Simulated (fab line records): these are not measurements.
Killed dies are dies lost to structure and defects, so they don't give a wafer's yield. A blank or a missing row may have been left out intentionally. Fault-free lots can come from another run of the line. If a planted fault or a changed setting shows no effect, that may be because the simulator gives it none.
Matching of chambers / flow nand harc / NHARC_A_WL_FILL_STRIP_29 on rie diel-12 has 4 sister chambers
The step strips in O2, time 20 s. 8 wafers are shown with their chamber, then 11 later ones without.

## EACH WAFER AND ITS CHAMBER
wafer=L077.3; chamber=3; drypump motor current A (A)=5.6; oes product au (a.u.)=1.003
wafer=L076.2; chamber=3; drypump motor current A (A)=5.6; oes product au (a.u.)=1.007
wafer=L080.2; chamber=0; drypump motor current A (A)=5.0; oes product au (a.u.)=0.993
wafer=L083.2; chamber=0; drypump motor current A (A)=5.0; oes product au (a.u.)=0.997
wafer=L089.2; chamber=1; drypump motor current A (A)=5.2; oes product au (a.u.)=1.015
wafer=L089.3; chamber=2; drypump motor current A (A)=6.4; oes product au (a.u.)=1.014
wafer=L089.6; chamber=2; drypump motor current A (A)=6.5; oes product au (a.u.)=1.015
wafer=L091.2; chamber=1; drypump motor current A (A)=5.2; oes product au (a.u.)=0.999

## WAFERS MISSING THEIR CHAMBER
wafer=L091.3; drypump motor current A (A)=5.0; oes product au (a.u.)=0.983
wafer=L091.4; drypump motor current A (A)=6.4; oes product au (a.u.)=1.020
wafer=L090.1; drypump motor current A (A)=5.2; oes product au (a.u.)=0.998
wafer=L090.2; drypump motor current A (A)=5.6; oes product au (a.u.)=0.989
wafer=L090.6; drypump motor current A (A)=5.2; oes product au (a.u.)=0.997
wafer=L093.3; drypump motor current A (A)=5.0; oes product au (a.u.)=0.998
wafer=L093.4; drypump motor current A (A)=5.2; oes product au (a.u.)=1.009
wafer=L093.5; drypump motor current A (A)=6.5; oes product au (a.u.)=1.014
wafer=L097.2; drypump motor current A (A)=5.6; oes product au (a.u.)=0.998
wafer=L097.3; drypump motor current A (A)=5.2; oes product au (a.u.)=1.023
wafer=L097.6; drypump motor current A (A)=5.6; oes product au (a.u.)=1.001

## CHAMBER TAKEN BY EACH
wafer=L091.3; from the rows above=0; in truth=0
wafer=L091.4; from the rows above=2; in truth=2
wafer=L090.1; from the rows above=1; in truth=1
wafer=L090.2; from the rows above=3; in truth=3
wafer=L090.6; from the rows above=1; in truth=1
wafer=L093.3; from the rows above=0; in truth=0
wafer=L093.4; from the rows above=1; in truth=1
wafer=L093.5; from the rows above=2; in truth=2
wafer=L097.2; from the rows above=3; in truth=3
wafer=L097.3; from the rows above=1; in truth=1
wafer=L097.6; from the rows above=3; in truth=3
11 of 11 placed correctly. From these rows, 0 cannot be placed. 0 placed wrongly.
How it was worked out, from the rows above alone: a wafer's distance from a chamber is the root of the sum, over the readings, of the square of ((its reading less the chamber's mean) divided by the reading's scatter). The wafer belongs to the nearest chamber; if the next one is less than 2 further off, it can't be placed. Each chamber's mean is taken over the wafers shown for it. The scatter is the square root of a quotient: the sum, over the shown wafers, of each reading's squared deviation from its chamber's mean, divided by wafers minus chambers.
